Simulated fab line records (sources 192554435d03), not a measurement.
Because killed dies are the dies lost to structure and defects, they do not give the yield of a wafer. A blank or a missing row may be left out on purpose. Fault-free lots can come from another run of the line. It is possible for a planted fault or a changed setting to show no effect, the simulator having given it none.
fab line records | flow n5-finfet | part 2 of 2: steps 20 to 28 of 28
record: lots: 5 | wafers: 15 | last-day: 17
route steps=1938 shown MOL_CONTACT_COAG@617 BEOL_M0_SAQP@632
lots with no fault: from the same line, run without faults
start-h: the number of hours between the record's first day and the start of the first shown wafer of the lot | wait-h: time in hours since the lot's previous step | " identical to the entry in the row above | L1.1+2: several wafers, shown together as one row | - value missing, or start not given | * or withheld: withheld | < > ~ a bound
route shown NAME@n: NAME is a module with steps in the file, n the number in the route of the first one | usual: average and standard deviation across the fault-free wafers | same: alike in all rows | chamber/n: place in a boat | sites: each site's reading | _std_site: the values' standard deviation | _edge_site: inner sites' mean taken away from outer sites' mean | radius-mm: for every site, how far away it sits from the centre of the wafer | mask NAME#n: copy n | behind: tool/chamber where the wafer was last shaped | hold: reason for holding the lot/hours on hold/outcome of the hold | device: names the non-switching transistor (n, p or np) | end of line: the same wafers' tests at the end of the route | a step without rows: its recipe alone | killed: dies that structure and defects cost at the first sort, which is not the same as the wafer's yield | map: per-die view of a wafer (x killed, . not killed, _ where there is no die)
set.NAME: setting as actually run; set.NAME@STEP: the setting as run at that earlier step | model.NAME: the simulator's own value behind a step, which no gauge read
lots at some steps of the route; a table a step, a row a wafer
services: a tool's chamber out of use, with start hour (start-h, from the record's first day; less than 0 if before it), hours out, and reason
== steps ==
step: N5_BEOL_M0_SAQP_PECVD_97
recipe: material: SiNx | target-thk-a: 230 | temp-c: 350 | precursor: SiH4/NH3/N2 | pressure-torr: 1.5 | rf-w: 300 | time-s: 19.9
usual: heater-power-w: 586/71 | showerhead-plenum-p-Torr: 5.15/0.052 | showerhead-vpp-V: 1072/43 | throttle-valve-pct: 39.2/1.7
same: time-s: 19.9
lot.wafer | tool     | chamber | start-h | wait-h | heater-power-w | showerhead-plenum-p-Torr | showerhead-vpp-V | throttle-valve-pct
L075.1    | pecvd-01 | 1       | 117.61  | 0.0    | 611            | 5.18                     | 1089             | 41.3
L075.3    | "        | 0       | "       | "      | 618            | 5.25                     | 1142             | 37.4
L075.5    | "        | 0       | "       | "      | 625            | 5.25                     | 1145             | 37.3
L081.1    | pecvd-02 | 2       | 152.89  | 0.0    | 594            | 5.16                     | 1020             | 35.8
L081.3    | "        | 1       | "       | "      | 622            | 5.15                     | 1017             | 40.8
L081.6    | "        | 1       | "       | "      | 626            | 5.15                     | 1019             | 40.5
L087.1    | pecvd-02 | 1       | 181.39  | 0.0    | 666            | 5.16                     | 1037             | 40.1
L087.2    | "        | 0       | "       | "      | 613            | 5.16                     | 1103             | 39.3
L087.6    | "        | 2       | "       | "      | 612            | 5.15                     | 1006             | 35.9
L088.1    | pecvd-01 | 0       | 192.57  | 0.0    | 595            | 5.25                     | 1128             | 37.8
L088.3    | "        | 0       | "       | "      | 593            | 5.25                     | 1127             | 37.6
L088.6    | "        | 1       | "       | "      | 624            | 5.19                     | 1091             | 41.3
L094.2    | pecvd-04 | 1       | 233.00  | 0.0    | 557            | 5.17                     | 1096             | 40.5
L094.3    | "        | 2       | "       | "      | 422            | 5.11                     | 1123             | 38.5
L094.4    | "        | 0       | "       | "      | 496            | 5.09                     | 1038             | 39.8
step: N5_BEOL_M0_SAQP_PECVD_04
recipe: material: a-Si | target-thk-a: 600 | temp-c: 350 | precursor: SiH4/He | pressure-torr: 3 | rf-w: 100 | time-s: 60.2
usual: heater-power-w: 662/70 | showerhead-plenum-p-Torr: 5.67/0.039 | showerhead-vpp-V: 619/25 | throttle-valve-pct: 17.9/0.75
same: time-s: 60.2
lot.wafer | tool     | chamber | start-h | wait-h | heater-power-w | showerhead-plenum-p-Torr | showerhead-vpp-V | throttle-valve-pct
L075.1    | pecvd-01 | 1       | 117.64  | 0.0    | 645            | 5.69                     | 631              | 18.5
L075.3    | "        | 0       | "       | "      | 637            | 5.74                     | 643              | 17.2
L075.5    | "        | 0       | "       | "      | 641            | 5.77                     | 648              | 17.1
L081.1    | pecvd-02 | 2       | 152.92  | 0.0    | 657            | 5.68                     | 584              | 16.3
L081.3    | "        | 1       | "       | "      | 642            | 5.67                     | 604              | 18.4
L081.6    | "        | 1       | "       | "      | 642            | 5.66                     | 586              | 18.6
L087.1    | pecvd-02 | 1       | 181.43  | 0.0    | 697            | 5.68                     | 608              | 18.2
L087.2    | "        | 0       | "       | "      | 728            | 5.67                     | 649              | 18.1
L087.6    | "        | 2       | "       | "      | 674            | 5.69                     | 579              | 16.5
L088.1    | pecvd-01 | 0       | 192.63  | 0.0    | 681            | 5.76                     | 651              | 17.1
L088.3    | "        | 0       | "       | "      | 681            | 5.75                     | 639              | 17.0
L088.6    | "        | 1       | "       | "      | 677            | 5.70                     | 632              | 18.7
L094.2    | pecvd-04 | 1       | 233.04  | 0.0    | 649            | 5.69                     | 620              | 18.7
L094.3    | "        | 2       | "       | "      | 501            | 5.63                     | 636              | 17.6
L094.4    | "        | 0       | "       | "      | 611            | 5.63                     | 597              | 18.4
step: N5_BEOL_M0_SAQP_THK_MEAS_05
usual: thk-nm: 60.3/0.8
lot.wafer | tool          | chamber | start-h | wait-h | thk-nm
L075.1    | film-metro-01 | -       | 117.74  | 0.1    | 59.5
L075.3    | "             | -       | "       | "      | 60.7
L075.5    | "             | -       | "       | "      | 61.2
L081.1    | film-metro-02 | -       | 153.02  | 0.1    | 60.8
L081.3    | "             | -       | "       | "      | 60.9
L081.6    | "             | -       | "       | "      | 61.7
L087.1    | film-metro-02 | -       | 181.52  | 0.1    | 60.1
L087.2    | "             | -       | "       | "      | 59.2
L087.6    | "             | -       | "       | "      | 61.9
L088.1    | film-metro-01 | -       | 192.75  | 0.1    | 60.3
L088.3    | "             | -       | "       | "      | 60.7
L088.6    | "             | -       | "       | "      | 60.5
L094.2    | film-metro-01 | -       | 233.14  | 0.1    | 60.3
L094.3    | "             | -       | "       | "      | 60.4
L094.4    | "             | -       | "       | "      | 61.3
step: N5_BEOL_M0_SAQP_HM_DEP_111
recipe: material: SiO2 | target-thk-a: 120 | temp-c: 400 | precursor: SiH4/N2O | pressure-torr: 0.75 | rf-w: 275 | time-s: 7.2
usual: heater-power-w: 818/89 | showerhead-plenum-p-Torr: 8.17/0.12 | showerhead-vpp-V: 1029/41
same: time-s: 7.2
lot.wafer | tool     | chamber | start-h | wait-h | heater-power-w | showerhead-plenum-p-Torr | showerhead-vpp-V
L075.1    | pecvd-04 | 2       | 117.78  | 0.0    | 550            | 8.07                     | 1058
L075.3    | "        | 1       | "       | "      | 760            | 8.23                     | 1037
L075.5    | "        | 1       | "       | "      | 766            | 8.20                     | 1040
L081.1    | pecvd-04 | 0       | 153.06  | 0.0    | 767            | 8.05                     | 1006
L081.3    | "        | 2       | "       | "      | 652            | 8.08                     | 1077
L081.6    | "        | 1       | "       | "      | 779            | 8.20                     | 1029
L087.1    | pecvd-01 | 1       | 181.56  | 0.0    | 945            | 8.23                     | 1044
L087.2    | "        | 2       | "       | "      | 906            | 7.89                     | 1002
L087.6    | "        | 2       | "       | "      | 912            | 7.90                     | 1024
L088.1    | pecvd-02 | 2       | 192.79  | 0.0    | 815            | 8.19                     | 966
L088.3    | "        | 1       | "       | "      | 848            | 8.18                     | 969
L088.6    | "        | 0       | "       | "      | 884            | 8.15                     | 1054
L094.2    | pecvd-02 | 0       | 233.18  | 0.0    | 761            | 8.16                     | 1069
L094.3    | "        | 2       | "       | "      | 794            | 8.18                     | 974
L094.4    | "        | 0       | "       | "      | 773            | 8.16                     | 1064
step: N5_BEOL_M0_SAQP_COAT_81
recipe: resist: SOC | temp-c: 250 | time-s: 60 | spin-rpm: 1500 | resist-thk-nm: 100
usual: plate-temp-C: 250.02/0.17 | resist-line-temp-C: 23.01/0.098
same: time-s: 60
lot.wafer | tool           | chamber | start-h | wait-h | plate-temp-C | resist-line-temp-C
L075.1    | litho-track-04 | 0       | 117.88  | 0.1    | 249.90       | 22.95
L075.3    | "              | 0       | "       | "      | 249.89       | 23.08
L075.5    | "              | 0       | "       | "      | 250.13       | 22.96
L081.1    | litho-track-05 | 0       | 153.13  | 0.1    | 250.08       | 22.77
L081.3    | "              | 0       | "       | "      | 250.14       | 22.96
L081.6    | "              | 0       | "       | "      | 250.03       | 22.97
L087.1    | litho-track-05 | 0       | 181.63  | 0.1    | 250.27       | 23.07
L087.2    | "              | 0       | "       | "      | 250.15       | 23.11
L087.6    | "              | 0       | "       | "      | 250.30       | 22.92
L088.1    | litho-track-05 | 0       | 192.87  | 0.1    | 250.23       | 22.89
L088.3    | "              | 0       | "       | "      | 249.95       | 22.99
L088.6    | "              | 0       | "       | "      | 250.13       | 22.84
L094.2    | litho-track-05 | 0       | 233.25  | 0.1    | 250.13       | 22.84
L094.3    | "              | 0       | "       | "      | 249.94       | 22.97
L094.4    | "              | 0       | "       | "      | 250.04       | 22.82
step: N5_BEOL_M0_SAQP_COAT_82
recipe: resist: SiARC | temp-c: 220 | time-s: 60 | spin-rpm: 1500 | resist-thk-nm: 30
usual: plate-temp-C: 219.98/0.14 | resist-line-temp-C: 23.00/0.099
same: time-s: 60
lot.wafer | tool           | chamber | start-h | wait-h | plate-temp-C | resist-line-temp-C
L075.1    | litho-track-04 | 0       | -       | -      | 219.90       | 22.98
L075.3    | "              | 0       | "       | "      | 219.94       | 23.02
L075.5    | "              | 0       | "       | "      | 219.97       | 23.02
L081.1    | litho-track-05 | 0       | -       | -      | 220.20       | 22.95
L081.3    | "              | 0       | "       | "      | 219.87       | 22.95
L081.6    | "              | 0       | "       | "      | 220.07       | 23.09
L087.1    | litho-track-05 | 0       | -       | -      | 219.92       | 22.92
L087.2    | "              | 0       | "       | "      | 219.88       | 23.17
L087.6    | "              | 0       | "       | "      | 219.86       | 22.96
L088.1    | litho-track-05 | 0       | -       | -      | 219.91       | 23.14
L088.3    | "              | 0       | "       | "      | 219.86       | 23.05
L088.6    | "              | 0       | "       | "      | 219.83       | 23.03
L094.2    | litho-track-05 | 0       | -       | -      | 220.05       | 22.91
L094.3    | "              | 0       | "       | "      | 220.02       | 23.14
L094.4    | "              | 0       | "       | "      | 219.83       | 22.91
step: N5_BEOL_M0_SAQP_COAT_08
recipe: resist: CAR-ArF | spin-rpm: 1500 | resist-thk-nm: 90
usual: resist-line-temp-C: 23.02/0.1
lot.wafer | tool           | chamber | start-h | wait-h | resist-line-temp-C
L075.1    | litho-track-04 | 0       | -       | -      | 22.97
L075.3    | "              | 0       | "       | "      | 23.09
L075.5    | "              | 0       | "       | "      | 22.86
L081.1    | litho-track-05 | 0       | -       | -      | 22.80
L081.3    | "              | 0       | "       | "      | 22.94
L081.6    | "              | 0       | "       | "      | 22.84
L087.1    | litho-track-05 | 0       | -       | -      | 23.17
L087.2    | "              | 0       | "       | "      | 23.23
L087.6    | "              | 0       | "       | "      | 23.15
L088.1    | litho-track-05 | 0       | -       | -      | 23.06
L088.3    | "              | 0       | "       | "      | 22.95
L088.6    | "              | 0       | "       | "      | 22.96
L094.2    | litho-track-05 | 0       | -       | -      | 23.16
L094.3    | "              | 0       | "       | "      | 23.11
L094.4    | "              | 0       | "       | "      | 23.00
step: N5_BEOL_M0_SAQP_EBR_10
recipe: solvent: PGMEA | ebr-width-mm: 1.5
usual: resist-line-temp-C: 23.00/0.11
lot.wafer | tool           | chamber | start-h | wait-h | resist-line-temp-C
L075.1    | litho-track-04 | 0       | -       | -      | 23.09
L075.3    | "              | 0       | "       | "      | 23.12
L075.5    | "              | 0       | "       | "      | 23.01
L081.1    | litho-track-05 | 0       | -       | -      | 23.01
L081.3    | "              | 0       | "       | "      | 23.12
L081.6    | "              | 0       | "       | "      | 23.03
L087.1    | litho-track-05 | 0       | -       | -      | 23.06
L087.2    | "              | 0       | "       | "      | 23.26
L087.6    | "              | 0       | "       | "      | 23.14
L088.1    | litho-track-05 | 0       | -       | -      | 22.93
L088.3    | "              | 0       | "       | "      | 22.70
L088.6    | "              | 0       | "       | "      | 22.96
L094.2    | litho-track-05 | 0       | -       | -      | 23.18
L094.3    | "              | 0       | "       | "      | 23.09
L094.4    | "              | 0       | "       | "      | 23.06
step: N5_BEOL_M0_SAQP_SOFTBAKE_09
recipe: temp-c: 110 | time-s: 60 | resist: CAR-ArF
usual: plate-temp-C: 109.99/0.14 | resist-line-temp-C: 22.99/0.11
same: time-s: 60
lot.wafer | tool           | chamber | start-h | wait-h | plate-temp-C | resist-line-temp-C
L075.1    | litho-track-04 | 0       | -       | -      | 110.48       | 23.04
L075.3    | "              | 0       | "       | "      | 110.10       | 23.05
L075.5    | "              | 0       | "       | "      | 110.06       | 23.05
L081.1    | litho-track-05 | 0       | -       | -      | 110.12       | 22.78
L081.3    | "              | 0       | "       | "      | 110.06       | 22.98
L081.6    | "              | 0       | "       | "      | 110.03       | 22.83
L087.1    | litho-track-05 | 0       | -       | -      | 109.64       | 23.03
L087.2    | "              | 0       | "       | "      | 109.85       | 23.10
L087.6    | "              | 0       | "       | "      | 109.82       | 23.10
L088.1    | litho-track-05 | 0       | -       | -      | 110.02       | 22.85
L088.3    | "              | 0       | "       | "      | 109.98       | 23.01
L088.6    | "              | 0       | "       | "      | 109.97       | 22.90
L094.2    | litho-track-05 | 0       | -       | -      | 109.93       | 23.19
L094.3    | "              | 0       | "       | "      | 109.88       | 22.93
L094.4    | "              | 0       | "       | "      | 110.08       | 22.82
== services ==
tool            | chamber | start-h | hours | kind
cmp-04          | -       | 97.98   | 3.6   | pm
rie-diel-06     | -       | 100.57  | 14.6  | pm
pecvd-02        | -       | 104.29  | 2.8   | pm
plasma-asher-02 | -       | 109.26  | 2.8   | pm
plasma-asher-01 | -       | 115.45  | 10.4  | repair
cmp-03          | -       | 128.46  | 4.0   | pm
rie-diel-06     | 0       | 131.05  | 5.5   | repair
pvd-sputter-03  | -       | 137.72  | 2.9   | repair
pecvd-02        | 2       | 145.61  | 5.1   | repair
pecvd-04        | -       | 150.68  | 0.5   | repair
cvd-w-02        | -       | 158.93  | 0.9   | repair
rie-diel-06     | 0       | 162.38  | 3.7   | repair
rie-diel-02     | 1       | 162.82  | 3.1   | repair
pvd-sputter-03  | -       | 164.10  | 7.1   | repair
pecvd-02        | 0       | 167.87  | 5.5   | scheduled-down
plasma-asher-01 | -       | 168.97  | 3.8   | repair
cmp-03          | -       | 189.88  | 1.2   | repair
pecvd-01        | 2       | 190.23  | 2.3   | repair
pecvd-04        | -       | 195.44  | 5.5   | pm
cmp-04          | -       | 197.34  | 4.2   | repair
cmp-03          | -       | 199.47  | 10.9  | pm
pecvd-02        | -       | 214.93  | 1.0   | repair
cmp-03          | -       | 217.35  | 4.0   | repair
cmp-03          | -       | 227.05  | 4.2   | repair
